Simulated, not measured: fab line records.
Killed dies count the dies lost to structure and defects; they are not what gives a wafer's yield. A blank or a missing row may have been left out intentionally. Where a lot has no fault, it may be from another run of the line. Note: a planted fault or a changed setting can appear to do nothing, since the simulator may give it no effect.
A lot that was struck, set against a sound lot -- flow nand-harc -- 17 out of 1302 route steps
Sound: the wafers L899.2, L899.3, L899.6. The struck wafers were L908.2, L908.4, L908.5. The cause is given at the end.
Order at every step that has rows: each side's tool, ch and its chambers, its first start. Under that, the readings that differ: sound wafers -- struck wafers -- difference of the means -- sigmas: that difference in standard deviations of wafers without a fault.
alike: readings with means less than 2 such deviations apart, plus words and numbers identical on both sides. not compared: withheld readings, readings lacking a value on some wafer, bounds such as >300 that could conceal the same value, and numbers that have no deviation in the record and whose values overlap.
A row with sigmas, a row that says differs or no value, or rows on one side alone: a step with any of these is where the two part. Numbers that don't overlap but have no deviation are shown without sigmas and don't part them. A reading that every wafer of one side lacks parts them only if that side has two wafers or more.

NHARC_P_M1_INSPECT_11:
  struck on defect-inspect-02, day 11 15:14; sound on defect-inspect-01, day 7 21:53
  alike: raw-defect-count
then, 2 steps without rows for these wafers: NHARC_P_M1_DESCUM_14 (chemistry O2, time 3 s); NHARC_P_M1_ETCH_35 (etches the open film in N2/H2, target depth 40 nm, overetch 12 nm, time 43.94 s).
NHARC_P_M1_ETCH_15: etches the open film in C4F8/Ar, target depth 182.5 nm, time 91.2 s.
  sound: rie-diel-03 ch 0,1,3; struck: rie-diel-03 ch 1,2,3
  alike: oes-product-au, rf-vpp-V
  not compared: rf-hours-counter-h
NHARC_P_M1_CD_MEAS_16:
  struck on cd-sem-03, day 11 15:37; sound on cd-sem-03, day 7 22:15
  alike: cd-nm
NHARC_P_M1_STRIP_18: strips in N2/H2.
  sound on rie-diel-03 ch 1,2,3, day 7 22:23; struck on rie-diel-06 ch 2,3, day 11 15:41
reading,sound,struck,difference,sigmas
drypump-motor-current-A (A),5.2 5.0 5.4,6.7 5.9 5.9,+1.0,+2
  alike: mfc-ar-sccm, n2-flow-sccm, oes-product-au, rf-vpp-V, showerhead-plenum-p-Torr, throttle-valve-pct
  not compared: rf-hours-counter-h
NHARC_P_M1_ETCH_28: etches the open film in CF4/N2, target depth 30 nm, time 72.99 s.
  sound: rie-diel-03 ch 0,1,3; struck: rie-diel-06 ch 0,1,3
  alike: drypump-motor-current-A, mfc-ar-sccm, n2-flow-sccm, oes-product-au, rf-vpp-V, showerhead-plenum-p-Torr, throttle-valve-pct
  not compared: rf-hours-counter-h
then, 2 steps without rows for these wafers: NHARC_P_M1_STRIP_19 (strips in post etch residue remover, time 600 s); NHARC_P_M1_DEGAS_29 (time 60 s).
NHARC_P_M1_PRE_CLEAN_30: time 30 s.
  sound on pvd-sputter-02; struck on pvd-sputter-01
reading,sound,struck,difference,sigmas
susceptor-temp-C (C),280.12 280.16 280.14,- - -,no value on the struck wafers,
  alike: heater-power-w
NHARC_P_M1_PVD_20: deposits TaN, target thk 5 nm, time 8.06 s.
  sound on pvd-sputter-02; struck on pvd-sputter-01
reading,sound,struck,difference,sigmas
throttle-valve-pct (%),28.2 30.4 28.9,30.8 31.4 30.8,+1.8,+2
  alike: bias-v, chamber-pressure-pa
then, 1 step without rows for these wafers: NHARC_P_M1_PVD_21 (deposits Cu, target thk 30 nm, time 20.49 s).
NHARC_P_M1_ECD_22: material Cu, target thk 400 nm.
  sound on ecd-cu-02 ch 0,1, day 7 23:21; struck on ecd-cu-02 ch 0,1, day 11 16:43
  no value came back on the struck wafers for bath-heat-duty-pct (%), bath-temp-c (C); on the sound wafers bath-heat-duty-pct (%) reads 6.3 4.5 5.3
then, 1 step without rows for these wafers: NHARC_P_M1_ANNEAL_31 (time 90 s).
NHARC_P_M1_CMP_23: polishes, t overpolish 20 s, target thk 157.82 nm.
  sound on cmp-04 ch 0,2, day 8 00:06; struck on cmp-03 ch 2,3, day 11 17:24
reading,sound,struck,difference,sigmas
time-to-endpoint-s (s),26 28 27,2 0 1,-26,-7
  alike: edge-zone-pressure-frac, motor-current-A
  not compared: pad-life-wafers
NHARC_P_M1_THK_MEAS_24: measures by xrf.
  struck on film-metro-01, day 11 17:43; sound on film-metro-02, day 8 00:23
reading,sound,struck,difference,sigmas
thk-nm (nm),156.8 158.5 159.1,28.5 30.8 29.5,-128.5,-71
following that, these wafers have no rows for 1 step: NHARC_P_M1_SRD_25.

## WHERE THEY PART
First at NHARC_P_M1_STRIP_18; last, within this record, at NHARC_P_M1_THK_MEAS_24.

WHY: the cause the simulator had injected
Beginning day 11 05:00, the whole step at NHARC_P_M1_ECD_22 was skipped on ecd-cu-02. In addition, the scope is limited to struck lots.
